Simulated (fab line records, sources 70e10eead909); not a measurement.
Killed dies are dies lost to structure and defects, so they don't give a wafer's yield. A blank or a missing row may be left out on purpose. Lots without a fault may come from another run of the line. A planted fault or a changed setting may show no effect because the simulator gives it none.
A struck lot beside a sound one | flow nand_harc | 15 steps out of a route of 1302
Sound: wafers L611.2, L611.4, L611.6. Struck: wafers L623.1, L623.2, L623.5. The cause comes at the end.
At each step with rows: each side's tool, then ch and its chambers, then its first start. Under that, the readings that differ: sound wafers | struck wafers | difference of the means | sigmas: that difference in standard deviations of wafers without a fault.
alike: readings whose means differ by less than 2 such deviations, and words and numbers that are the same on both sides. not compared: withheld readings, readings that some wafer has no value for, bounds like >300 that may hide the same value, and numbers for which the record gives no deviation and whose values overlap.
The two part at a step that has a row with sigmas, a row that says differs or no value, or rows on one side only. Numbers that don't overlap but have no deviation are shown without sigmas and don't part them. A reading that every wafer of one side lacks parts them only if that side has two wafers or more.

first, 1 step without rows for these wafers: NHARC_A_CHANNEL_HOLE_D2_STRIP_43 (strips in O2/COS).
NHARC_A_CHANNEL_HOLE_D2_ETCH_44: etches the open film in CF4/O2, target depth 140 nm, overetch 14 nm, time 77 s.
  sound on rie_diel-05 ch 2,3, day 16 16:05; struck on rie_diel-12 ch 0,1,3, day 21 09:41
  alike: bias_w, drypump_motor_current_A, oes_product_au, rf_vpp_V, showerhead_plenum_p_Torr, throttle_valve_pct
  not compared: rf_hours_counter_h
NHARC_A_CHANNEL_HOLE_D2_STRIP_28: strips in O2.
  sound on rie_diel-05 ch 0,1,2; struck on rie_diel-12 ch 0,1
  reading                         | sound          | struck         | difference | sigmas
  showerhead_plenum_p_Torr (Torr) | 3.67 3.71 3.64 | 3.42 3.37 3.37 | -0.29      | -2
  alike: drypump_motor_current_A, oes_product_au, rf_vpp_V, throttle_valve_pct
  not compared: rf_hours_counter_h
then, 2 steps without rows for these wafers: NHARC_A_CHANNEL_HOLE_D2_PRECLEAN_29 (cleans in SC1); NHARC_A_CHANNEL_HOLE_D2_SRD_30.
NHARC_A_CHANNEL_HOLE_D2_CD_MEAS_31:
  sound on cd_sem-01, day 16 16:52; struck on cd_sem-02, day 21 10:28
  alike: cd_nm
NHARC_A_CHANNEL_HOLE_D2_XSEM_32:
  sound on xsem-02 ch 0, day 16 16:58; struck on xsem-02 ch 0, day 21 10:34
  reading     | sound          | struck         | difference | sigmas
  bow_nm (nm) | 9.43 9.33 9.28 | 8.47 8.39 8.45 | -0.91      | -3
  alike: bot_cd_nm, tilt_deg
NHARC_A_CHANNEL_HOLE_D2_INSPECT_40:
  sound on defect_inspect-02, day 16 17:04; struck on defect_inspect-02, day 21 10:40
  alike: raw_defect_count
then, 2 steps without rows for these wafers: NHARC_A_CHANNEL_FILL_D2_PRECLEAN_00 (cleans in SC1); NHARC_A_CHANNEL_FILL_D2_SRD_01.
NHARC_A_CHANNEL_FILL_D2_ALD_02: deposits SiO2, target thk 6 nm, pulse time 10 s, ald cycles 60.
  sound on ald_hk-04 ch 0,2,3, day 16 17:20; struck on ald_hk-04 ch 1,2,3, day 21 11:01
  alike: heater_power_w, precursor_pulse_height_rel, susceptor_temp_C
then, 1 step without rows for these wafers: NHARC_A_CHANNEL_FILL_D2_ALD_03 (deposits SiNx, target thk 6 nm, pulse time 60 s, ald cycles 58).
NHARC_A_CHANNEL_FILL_D2_ALD_14: deposits SiO2, target thk 2.5 nm, pulse time 10 s, ald cycles 25.
  sound on ald_hk-03 ch 1,2,3, day 17 00:23; struck on ald_hk-03 ch 1,3, day 21 17:28
  reading              | sound                | struck               | difference | sigmas
  susceptor_temp_C (C) | 300.29 300.24 299.88 | 297.40 297.32 297.31 | -2.79      | -15
  alike: heater_power_w, precursor_pulse_height_rel
NHARC_A_CHANNEL_FILL_D2_ALD_15: deposits SiNx, target thk 2 nm, pulse time 60 s, ald cycles 19.
  sound on ald_sin_batch-01 ch 0; struck on ald_sin_batch-01 ch 0
  alike: precursor_pulse_height_rel, susceptor_temp_C
then, 1 step without rows for these wafers: NHARC_END_SORT_01.

WHERE THEY PART
First at NHARC_A_CHANNEL_HOLE_D2_STRIP_28; last, within this record, at NHARC_A_CHANNEL_FILL_D2_ALD_14. Later steps at which nothing parts them and some readings are alike: NHARC_A_CHANNEL_FILL_D2_ALD_15.

WHY: what the simulator had put in
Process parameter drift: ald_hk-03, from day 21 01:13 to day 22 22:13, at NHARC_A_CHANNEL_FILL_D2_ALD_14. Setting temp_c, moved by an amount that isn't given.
